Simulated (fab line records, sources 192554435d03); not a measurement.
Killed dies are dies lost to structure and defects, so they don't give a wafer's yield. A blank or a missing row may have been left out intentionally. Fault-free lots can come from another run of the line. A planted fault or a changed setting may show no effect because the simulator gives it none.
Tool commonality check	flow n5-finfet	8 lots, 24 wafers sampled

== WHY THIS WAS OPENED ==
Of 8 lots, 3 have the reading M13_THK flagged at N5_BEOL_M13_THK_MEAS_50. Fault-free wafers read 415 nm, with a standard deviation of 6.3.
Rule: flag the lot when none of its wafers has a number, or when each of its wafers that has one lies beyond 4 standard deviations from that mean. All remaining lots are regarded as sound.

lot	measured	on	M13_THK (nm), wafer by wafer	flag
L383	day 13 00:59	film-metro-01	923 929 927	FLAGGED
L384	day 13 22:25	film-metro-02	927 919 921	FLAGGED
L385	day 14 16:47	film-metro-02	915 923 921	FLAGGED
L390	day 15 16:16	film-metro-01	415 411 415	
L392	day 15 18:35	film-metro-01	425 426 421	
L391	day 15 21:39	film-metro-02	413 412 415	
L394	day 16 00:36	film-metro-02	415 410 425	
L396	day 16 19:18	film-metro-01	423 411 419	
The numbers of the flagged lots are 923 nm on average: +508 nm against the usual, or +81 standard deviations.

== EACH LOT AND THE TOOL IT RAN ON ==
The record holds 3 process steps before the reading, out of a route of 1938 steps. Each cell gives the tool, then ch followed by the chambers the sampled wafers passed through, then the start.
lot	flag	N5_BEOL_M13_STRIP_37	N5_BEOL_M13_SPUTTER_45	N5_BEOL_M13_CMP_49
L383	FLAGGED	plasma-asher-01 ch 0,1, day 12 21:26	pvd-sputter-02, day 13 00:07	cmp-01 ch 1,2,3, day 13 00:44
L384	FLAGGED	plasma-asher-02 ch 0,1, day 13 16:11	pvd-sputter-03, day 13 21:33	cmp-01 ch 0,2, day 13 22:08
L385	FLAGGED	plasma-asher-02 ch 0,1, day 14 10:02	pvd-sputter-01, day 14 15:49	cmp-01 ch 0,2,3, day 14 16:34
L390		plasma-asher-02 ch 1, day 15 13:07	pvd-sputter-02, day 15 15:19	cmp-01 ch 0,3, day 15 16:01
L392		plasma-asher-01 ch 0,1, day 15 17:05	pvd-sputter-02, day 15 17:43	cmp-01 ch 0,1,2, day 15 18:19
L391		plasma-asher-01 ch 0,1, day 15 19:15	pvd-sputter-03, day 15 20:46	cmp-03 ch 2,3, day 15 21:21
L394		plasma-asher-01 ch 0,1, day 15 22:59	pvd-sputter-02, day 15 23:44	cmp-01 ch 1,2,3, day 16 00:20
L396		plasma-asher-01 ch 0, day 16 14:55	pvd-sputter-02, day 16 18:17	cmp-01 ch 1,2, day 16 19:00
What is done by these steps:
- N5_BEOL_M13_STRIP_37: strips in N2/H2.
- N5_BEOL_M13_SPUTTER_45: material Cu, target thk 80 nm, time 13.33 s.
- N5_BEOL_M13_CMP_49: polishes, stops on SiOC, t overpolish 17.1 s, target thk 420 nm.
- N5_BEOL_M13_THK_MEAS_50: measures by xrf.

== FLAGGED AGAINST TOTAL, ONE TOOL AT A TIME (gauges that did the reading follow at the end) ==
step	tool	lots run	flagged	share of the flagged lots	sound lots run after its first flagged lot
N5_BEOL_M13_STRIP_37	plasma-asher-01	5	1	some	4 (L392,L391,L394,L396)
N5_BEOL_M13_STRIP_37	plasma-asher-02	3	2	some	1 (L390)
N5_BEOL_M13_SPUTTER_45	pvd-sputter-01	1	1	some	0
N5_BEOL_M13_SPUTTER_45	pvd-sputter-02	5	1	some	4 (L390,L392,L394,L396)
N5_BEOL_M13_SPUTTER_45	pvd-sputter-03	2	1	some	1 (L391)
N5_BEOL_M13_CMP_49	cmp-01	7	3	all	4 (L390,L392,L394,L396)
N5_BEOL_M13_CMP_49	cmp-03	1	0	none	-
N5_BEOL_M13_THK_MEAS_50	film-metro-01	4	1	some	3 (L390,L392,L396)
N5_BEOL_M13_THK_MEAS_50	film-metro-02	4	2	some	2 (L391,L394)

== THE TABLE: WHAT IT ALLOWS ==
All flagged lots share 1 row of the table, namely cmp-01 at N5_BEOL_M13_CMP_49.
- cmp-01 at N5_BEOL_M13_CMP_49 ran 7 lots, 3 of them flagged. After the first flagged lot (L390, L392, L394, L396), sound lots still ran on it; a lasting fault on the whole tool would not permit that. On the flagged lots its readings are blank where sound lots have values: barrier-field-endpoint-s, clearing-platen-down-force-psi, clearing-platen-rpm, motor-current-A and 1 more.
Every row of the table either missed a flagged lot or ran a sound lot after the first.

== WHAT THE SIMULATOR PUT IN ==
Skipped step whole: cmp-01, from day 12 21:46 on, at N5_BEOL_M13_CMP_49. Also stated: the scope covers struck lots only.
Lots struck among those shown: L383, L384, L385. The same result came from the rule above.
